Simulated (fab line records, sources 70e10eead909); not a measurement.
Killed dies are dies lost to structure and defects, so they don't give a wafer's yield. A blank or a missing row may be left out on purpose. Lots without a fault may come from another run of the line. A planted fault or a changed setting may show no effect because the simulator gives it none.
fab line records | flow nand_harc
record lots=6 wafers=18 last_day=32
route steps=1302 shown A_M1@1199 A_BONDPAD@1202 END@1302
lots that met no fault: from a run of the same line without faults
start_h: hours from the record's first day to the start of the lot's first wafer shown | wait_h: hours since the lot's step before | " the same as in the row above | L1.1+2: a row that stands for several wafers | - no value, or no start given | * or withheld: withheld | < > ~ a bound
route shown NAME@n: a module of which the file shows steps, and the number in the route of the first | usual: mean/standard deviation of fault-free wafers | same: alike in all rows | chamber/n: place in a boat | sites: the reading at each site | _std_site: their standard deviation | _edge_site: outer sites' mean less inner sites' | radius_mm: how far each site lies from the wafer's centre | mask NAME#n: copy n | behind: the tool/chamber that last shaped the wafer | hold: why the lot was held/for how many hours/how that ended | device: the transistor (n, p or np) that didn't switch | end of line: the same wafers' tests at the end of the route | a step without rows: its recipe alone | killed: dies lost to structure and defects at the first sort, not the wafer's yield | map: a wafer's dies, x killed, . not, _ none there
set.NAME: the setting as run; set.NAME@STEP: as run at that earlier step | model.NAME: the simulator's own value behind a step, which no gauge read
lots at some steps of the route; a table a step, a row a wafer
services: from which hour (start_h, from the record's first day; less than 0 if before it) a tool's chamber was out of use, for how many hours, and why
## steps
# step NHARC_A_M1_INSPECT_27
# usual raw_defect_count=497/110
# columns lot.wafer tool chamber start_h wait_h raw_defect_count
L245.1 defect_inspect-02 - 547.76 0.0 598
L245.3 " - " " 521
L245.6 " - " " 680
L254.2 defect_inspect-02 - 649.39 0.0 410
L254.4 " - " " 391
L254.5 " - " " 401
L253.3 defect_inspect-01 - 659.77 0.0 394
L253.4 " - " " 351
L253.6 " - " " 422
L258.1 defect_inspect-02 - 678.34 0.0 548
L258.2 " - " " 1025
L258.4 " - " " 778
L262.1 defect_inspect-01 - 729.77 0.0 557
L262.2 " - " " 432
L262.5 " - " " 410
L264.1 defect_inspect-01 - 747.48 0.0 515
L264.2 " - " " 388
L264.5 " - " " 468
# step NHARC_A_M1_PRE_CLEAN_32
# recipe time_s=12 temp_c=370 rf_power_w=300 gas=NH3
# usual heater_power_w=659/59
# columns lot.wafer tool chamber start_h wait_h heater_power_w since_wet_clean_h
L245.3 pecvd-02 2 547.83 0.1 677 126
L245.1 " 1 " " 734 126
L245.6 " 1 " " 753 -
L254.2 pecvd-04 0 649.46 0.1 651 5
L254.5 " 0 " " 643 -
L254.4 " 2 " " 647 -
L253.3 pecvd-02 1 659.86 0.1 702 57
L253.6 " 0 " " 617 -
L253.4 " 1 " " 706 -
L258.1 pecvd-04 0 678.41 0.1 669 34
L258.2 " 1 " " 627 34
L258.4 " 2 " " 650 -
L262.1 pecvd-02 0 729.83 0.1 638 127
L262.2 " 2 " " 744 127
L262.5 " 2 " " 731 -
L264.2 pecvd-01 2 747.55 0.1 805 61
L264.1 " 1 " " 570 61
L264.5 " 0 " " 619 -
# step NHARC_A_M1_DEP_33
# recipe target_thk_a=300 temp_c=370 target_thk_nm=30 pressure_torr=3 flow_sccm=200 rf_w=450 material=SiCN
# usual heater_power_w=617/62
# columns lot.wafer tool chamber start_h wait_h heater_power_w since_wet_clean_h
L245.3 pecvd-02 2 547.91 0.1 639 127
L245.1 " 1 " " 680 127
L245.6 " 1 " " 683 -
L254.2 pecvd-04 0 649.54 0.1 680 5
L254.5 " 0 " " 681 -
L254.4 " 2 " " 554 -
L253.3 pecvd-02 1 660.00 0.1 604 58
L253.6 " 0 " " 575 -
L253.4 " 1 " " 593 -
L258.1 pecvd-04 0 678.49 0.1 695 34
L258.2 " 1 " " 664 34
L258.4 " 2 " " 649 -
L262.1 pecvd-02 0 729.91 0.1 586 128
L262.2 " 2 " " 617 128
L262.5 " 2 " " 630 -
L264.2 pecvd-01 2 747.63 0.1 648 61
L264.1 " 1 " " 555 61
L264.5 " 0 " " 487 -
# step NHARC_A_BONDPAD_DEP_00
# recipe target_thk_a=2500 temp_c=370 target_thk_nm=250 pressure_torr=3 flow_sccm=200 rf_w=450 material=SiCN
# usual heater_power_w=581/56
# columns lot.wafer tool chamber start_h wait_h heater_power_w since_wet_clean_h
L245.1 pecvd-02 2 - - 684 127
L245.3 " 1 " " 593 127
L245.6 " 0 " " 511 -
L254.2 pecvd-03 0 650.14 - 619 90
L254.5 " 2 " " 536 -
L254.4 " 1 " " 566 -
L253.3 pecvd-04 0 660.54 - 619 16
L253.4 " 2 " " 635 -
L253.6 " 1 " " 663 -
L258.1 pecvd-02 0 679.12 - 564 77
L258.2 " 1 " " 613 77
L258.4 " 0 " " 568 -
L262.1 pecvd-04 1 730.46 - 662 86
L262.2 " 2 " " 609 86
L262.5 " 0 " " 669 -
L264.2 pecvd-03 1 748.18 - 573 7
L264.1 " 2 " " 540 7
L264.5 " 1 " " 592 -
# step NHARC_A_BONDPAD_CMP_29
# recipe target_thk_nm=200 material=SiCN
# usual motor_current_A=12.0/0.96
# columns lot.wafer tool chamber start_h wait_h motor_current_A
L245.1 cmp-04 2 548.90 - 12.5
L245.3 " 3 " " 11.7
L245.6 " 2 " " 13.3
L254.4 cmp-04 0 650.55 - 10.7
L254.2 " 1 " " 10.9
L254.5 " 2 " " 13.0
L253.4 cmp-03 2 660.93 - 12.1
L253.3 " 0 " " 13.0
L253.6 " 2 " " 11.6
L258.2 cmp-04 0 679.55 - 10.9
L258.1 " 1 " " 11.4
L258.4 " 2 " " 13.7
L262.2 cmp-01 3 730.89 - 10.2
L262.1 " 0 " " 14.0
L262.5 " 2 " " 13.5
L264.2 cmp-03 1 748.64 - 12.1
L264.1 " 2 " " 11.6
L264.5 " 3 " " 12.9
# step NHARC_A_BONDPAD_THK_MEAS_30
# recipe thk_meas_gauge=ellipsometry
# usual thk_nm=199.9/1.3
# columns lot.wafer tool chamber start_h wait_h thk_nm
L245.1 film_metro-02 - 549.13 0.2 198.3
L245.3 " - " " 198.1
L245.6 " - " " 200.0
L254.2 film_metro-01 - 650.75 0.2 198.3
L254.4 " - " " 199.9
L254.5 " - " " 199.0
L253.3 film_metro-02 - 661.16 0.2 197.5
L253.4 " - " " 199.5
L253.6 " - " " 202.2
L258.1 film_metro-01 - 679.78 0.2 198.9
L258.2 " - " " 199.2
L258.4 " - " " 198.8
L262.1 film_metro-01 - 731.12 0.2 202.0
L262.2 " - " " 198.9
L262.5 " - " " 199.2
L264.1 film_metro-02 - 748.84 0.2 202.7
L264.2 " - " " 200.4
L264.5 " - " " 199.2
# step NHARC_A_BONDPAD_SRD_31
# step NHARC_A_BONDPAD_DEHYDRATE_01
# recipe temp_c=150 time_s=120
# step NHARC_A_BONDPAD_HMDS_02
# recipe time_s=30
# step NHARC_A_BONDPAD_COAT_33
# recipe temp_c=200 time_s=65
# step NHARC_A_BONDPAD_COAT_03
# recipe spin_rpm=2000 resist_thk_nm=600
# step NHARC_A_BONDPAD_SOFTBAKE_04
# recipe temp_c=125 time_s=70
# usual heater_power_total_W=201.1/1.3
# columns lot.wafer tool chamber start_h wait_h heater_power_total_W
L245.1 litho_track-02 0 549 - 200.6
L245.3 " 0 " " 202.4
L245.6 " 0 " " 202.7
L254.2 litho_track-07 0 650 - 209.9
L254.4 " 0 " " 210.5
L254.5 " 0 " " 210.8
L253.3 litho_track-07 0 661 - 212.0
L253.4 " 0 " " 211.6
L253.6 " 0 " " 211.1
L258.1 litho_track-03 0 679 - 199.6
L258.2 " 0 " " 202.5
L258.4 " 0 " " 198.9
L262.1 litho_track-07 0 731 - 202.6
L262.2 " 0 " " 200.4
L262.5 " 0 " " 201.5
L264.1 litho_track-02 0 748 - 202.4
L264.2 " 0 " " 202.6
L264.5 " 0 " " 201.7
# step NHARC_A_BONDPAD_EBR_05
# step NHARC_END_SORT_01
# recipe temp_c=25
# usual defect_limited_yield=91/3.4 killed_at_array=57/24 killed_at_other=0.7/0.94 killed_at_periphery=3.8/2.5 killed_dies=62/23 killed_open=3.1/1.8 killed_short=2.5/1.6
# same gross_dies=677
# columns lot.wafer tool chamber start_h wait_h defect_limited_yield[%] killed_at_array killed_at_other killed_at_periphery killed_dies killed_open killed_short
L245.1 prober-01 0 587.93 2.5 84 95 1 9 105 1 2
L245.3 prober-01 0 589.54 3.1 82 114 2 4 120 3 1
L245.6 prober-01 0 591.95 4.0 84 106 0 4 110 1 1
L254.2 prober-02 0 683.27 2.8 93 44 0 5 49 3 0
L254.4 prober-02 0 684.88 3.4 94 38 2 2 42 5 2
L254.5 prober-02 0 685.68 3.7 93 42 0 4 46 2 1
L253.3 prober-01 0 696.15 3.1 88 76 1 4 81 5 0
L253.4 prober-01 0 696.96 3.4 92 52 1 3 56 2 1
L253.6 prober-01 0 698.58 4.0 89 75 0 1 76 5 4
L258.1 prober-01 0 712.34 2.5 89 73 0 0 73 3 0
L258.2 prober-01 0 713.13 2.8 90 65 0 0 65 2 2
L258.4 prober-01 0 714.72 3.4 91 57 0 2 59 1 2
L262.1 prober-01 0 765.22 2.5 91 57 2 0 59 2 2
L262.2 prober-01 0 766.01 2.8 91 60 0 4 64 3 2
L262.5 prober-01 0 768.40 3.7 88 79 1 1 81 1 1
L264.1 prober-01 0 775.84 2.5 92 51 0 4 55 4 3
L264.2 prober-01 0 776.65 2.8 92 53 0 3 56 1 4
L264.5 prober-01 0 779.08 3.7 91 51 1 6 58 3 3
# killed by level:class
L245.1 A_CHANNEL_HOLE_D2:chamber_film_flake=28 A_SLIT:chamber_film_flake=24 A_CHANNEL_HOLE_D1:chamber_film_flake=19 A_STAIRCASE:chamber_film_flake=10 P_GATE:chamber_film_flake=6 A_CONTACT:unspecified=4 A_CONTACT:chamber_film_flake=4 A_CHANNEL_FILL_D2:chamber_film_flake=3
L245.3 A_CHANNEL_HOLE_D1:chamber_film_flake=32 A_CHANNEL_HOLE_D2:chamber_film_flake=32 A_SLIT:chamber_film_flake=29 A_STAIRCASE:chamber_film_flake=7 P_GATE:chamber_film_flake=4 A_CONTACT:chamber_film_flake=4 A_CHANNEL_FILL_D2:chamber_film_flake=3 A_DECK1_JOINT:chamber_film_flake=2
L245.6 A_CHANNEL_HOLE_D2:chamber_film_flake=37 A_CHANNEL_HOLE_D1:chamber_film_flake=27 A_SLIT:chamber_film_flake=22 A_CHANNEL_FILL_D2:chamber_film_flake=5 A_STAIRCASE:chamber_film_flake=5 A_CONTACT:unspecified=5 P_STI:chamber_film_flake=2 A_DECK1_JOINT:chamber_film_flake=2
L254.2 A_SLIT:chamber_film_flake=32 P_CONTACT:chamber_film_flake=3 A_CHANNEL_HOLE_D1:chamber_film_flake=3 A_STAIRCASE:chamber_film_flake=2 A_CONTACT:chamber_film_flake=2 A_CHANNEL_FILL_D1:geometric_particle:open=1 A_BLC:geometric_particle:open=1 A_M1:geometric_particle:open=1
L254.4 A_SLIT:chamber_film_flake=19 A_CHANNEL_HOLE_D1:chamber_film_flake=10 A_CHANNEL_FILL_D2:geometric_particle:open=2 A_STAIRCASE:chamber_film_flake=2 A_ONON_D1:geometric_particle:open=1 A_WL_FILL:geometric_particle:open=1 A_CONTACT:geometric_particle:short=1 A_M0:geometric_particle:short=1
L254.5 A_SLIT:chamber_film_flake=32 A_CHANNEL_HOLE_D1:chamber_film_flake=4 A_STAIRCASE:chamber_film_flake=3 P_GATE:chamber_film_flake=2 A_SOURCE_PLATE:geometric_particle:open=1 A_DECK1_JOINT:geometric_particle:short=1 A_CHANNEL_FILL_D2:geometric_particle:open=1 P_CONTACT:chamber_film_flake=1
L253.3 A_CHANNEL_HOLE_D1:chamber_film_flake=34 A_CHANNEL_HOLE_D2:chamber_film_flake=25 A_CONTACT:chamber_film_flake=6 A_STAIRCASE:chamber_film_flake=3 A_CHANNEL_FILL_D2:geometric_particle:open=2 P_STI:chamber_film_flake=2 A_ZERO_WELL:chamber_film_flake=2 A_SLIT:chamber_film_flake=2
L253.4 A_CHANNEL_HOLE_D1:chamber_film_flake=24 A_CHANNEL_HOLE_D2:chamber_film_flake=17 A_SLIT:chamber_film_flake=3 A_STAIRCASE:chamber_film_flake=2 A_CONTACT:chamber_film_flake=2 P_GATE:geometric_particle:open=1 A_CHANNEL_HOLE_D2:geometric_particle:short=1 A_SGD_CUT:geometric_particle:open=1
L253.6 A_CHANNEL_HOLE_D1:chamber_film_flake=36 A_CHANNEL_HOLE_D2:chamber_film_flake=19 A_CONTACT:chamber_film_flake=8 A_ONON_D1:geometric_particle:short=2 A_CHANNEL_FILL_D1:geometric_particle:open=2 A_CHANNEL_HOLE_D2:geometric_particle:short=1 A_CHANNEL_FILL_D2:geometric_particle:open=1 A_STAIRCASE:geometric_particle:open=1
L258.1 A_SLIT:chamber_film_flake=30 A_CHANNEL_HOLE_D2:chamber_film_flake=27 A_CHANNEL_HOLE_D1:chamber_film_flake=7 A_ONON_D2:geometric_particle:open=2 A_CONTACT:chamber_film_flake=2 A_BONDPAD:chamber_film_flake=2 A_DECK1_JOINT:geometric_particle:open=1 A_DECK1_JOINT:chamber_film_flake=1
L258.2 A_SLIT:chamber_film_flake=23 A_CHANNEL_HOLE_D2:chamber_film_flake=21 A_CHANNEL_HOLE_D1:chamber_film_flake=12 A_CHANNEL_FILL_D1:chamber_film_flake=2 A_ONON_D1:geometric_particle:short=1 A_ONON_D1:geometric_particle:open=1 A_CHANNEL_FILL_D1:geometric_particle:open=1 A_WL_FILL:geometric_particle:short=1
L258.4 A_SLIT:chamber_film_flake=31 A_CHANNEL_HOLE_D2:chamber_film_flake=13 A_CHANNEL_HOLE_D1:chamber_film_flake=6 A_CONTACT:chamber_film_flake=4 P_CONTACT:geometric_particle:short=1 A_ONON_D2:geometric_particle:short=1 A_M0:geometric_particle:open=1 P_ZERO_WELL:chamber_film_flake=1
L262.1 A_SLIT:chamber_film_flake=23 A_CHANNEL_HOLE_D2:chamber_film_flake=18 A_CHANNEL_HOLE_D1:chamber_film_flake=9 A_CHANNEL_FILL_D2:chamber_film_flake=2 THIN_TSV:chamber_film_flake=2 A_ONON_D2:geometric_particle:short=1 A_ONON_D2:geometric_particle:open=1 A_CHANNEL_HOLE_D2:geometric_particle:short=1
L262.2 A_CHANNEL_HOLE_D2:chamber_film_flake=19 A_SLIT:chamber_film_flake=17 A_CHANNEL_HOLE_D1:chamber_film_flake=7 A_CHANNEL_FILL_D2:chamber_film_flake=4 A_CONTACT:chamber_film_flake=4 A_DECK1_JOINT:chamber_film_flake=3 P_ZERO_WELL:chamber_film_flake=2 A_WL_FILL:chamber_film_flake=2
L262.5 A_CHANNEL_HOLE_D2:chamber_film_flake=34 A_SLIT:chamber_film_flake=28 A_CHANNEL_HOLE_D1:chamber_film_flake=8 A_DECK1_JOINT:chamber_film_flake=2 A_CHANNEL_FILL_D2:chamber_film_flake=2 A_CHANNEL_FILL_D1:geometric_particle:open=1 A_WL_FILL:geometric_particle:short=1 P_GATE:chamber_film_flake=1
L264.1 A_SLIT:chamber_film_flake=34 A_CONTACT:chamber_film_flake=6 A_CHANNEL_FILL_D1:geometric_particle:open=2 A_ONON_D2:geometric_particle:short=2 P_STI:chamber_film_flake=2 A_STAIRCASE:chamber_film_flake=2 A_CHANNEL_FILL_D1:chamber_film_flake=2 P_M0:geometric_particle:open=1
L264.2 A_SLIT:chamber_film_flake=36 A_CHANNEL_FILL_D2:chamber_film_flake=3 A_CONTACT:chamber_film_flake=3 P_STI:chamber_film_flake=2 A_CHANNEL_FILL_D1:chamber_film_flake=2 A_STAIRCASE:chamber_film_flake=2 A_ONON_D1:geometric_particle:short=1 A_CHANNEL_HOLE_D1:geometric_particle:short=1
L264.5 A_SLIT:chamber_film_flake=31 A_CONTACT:chamber_film_flake=8 P_STI:chamber_film_flake=5 A_CHANNEL_FILL_D2:chamber_film_flake=2 A_STAIRCASE:chamber_film_flake=2 P_CONTACT:geometric_particle:open=1 A_CHANNEL_FILL_D1:geometric_particle:open=1 A_DECK1_JOINT:geometric_particle:short=1
## services
# columns tool chamber start_h hours kind
pecvd-02 2 523.95 18.8 repair
cmp-03 - 530.65 3.9 repair
cmp-03 - 545.17 1.9 repair
pecvd-03 - 547.00 13.0 pm
cmp-03 - 564.45 4.0 pm
cmp-04 - 571.21 1.9 repair
litho_track-02 - 577.00 7.0 pm
pecvd-04 - 578.11 1.8 repair
pecvd-02 - 589.44 13.0 pm
litho_track-07 - 601.00 7.0 pm
cmp-04 - 604.06 4.0 pm
cmp-04 - 623.56 0.8 repair
pecvd-04 - 631.49 13.0 pm
pecvd-01 - 657.51 0.2 repair
cmp-03 - 662.45 4.0 pm
cmp-03 - 672.80 1.4 repair
pecvd-01 - 673.30 13.0 pm
pecvd-01 - 701.63 0.7 repair
cmp-04 - 702.06 4.0 pm
pecvd-04 - 716.00 1.4 repair
pecvd-03 - 724.57 2.1 repair
cmp-03 - 727.66 2.6 repair
pecvd-03 - 728.00 13.0 pm
cmp-04 - 733.20 2.0 repair
## key
first_sign step=NHARC_A_BONDPAD_SOFTBAKE_04 reading=heater_power_total_W direction=up sigmas=7.6 usual=* struck=*
effect none on later readings
met_at NHARC_A_BONDPAD_SOFTBAKE_04
struck_wafers L253.3,L253.4,L253.6,L254.2,L254.4,L254.5
fault kind=process_parameter_drift tool=litho_track-07 chamber=- onset_h=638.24 steps=NHARC_A_BONDPAD_SOFTBAKE_04 channel=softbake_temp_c offset=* shape=step end_h=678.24 acts_in=* stated=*
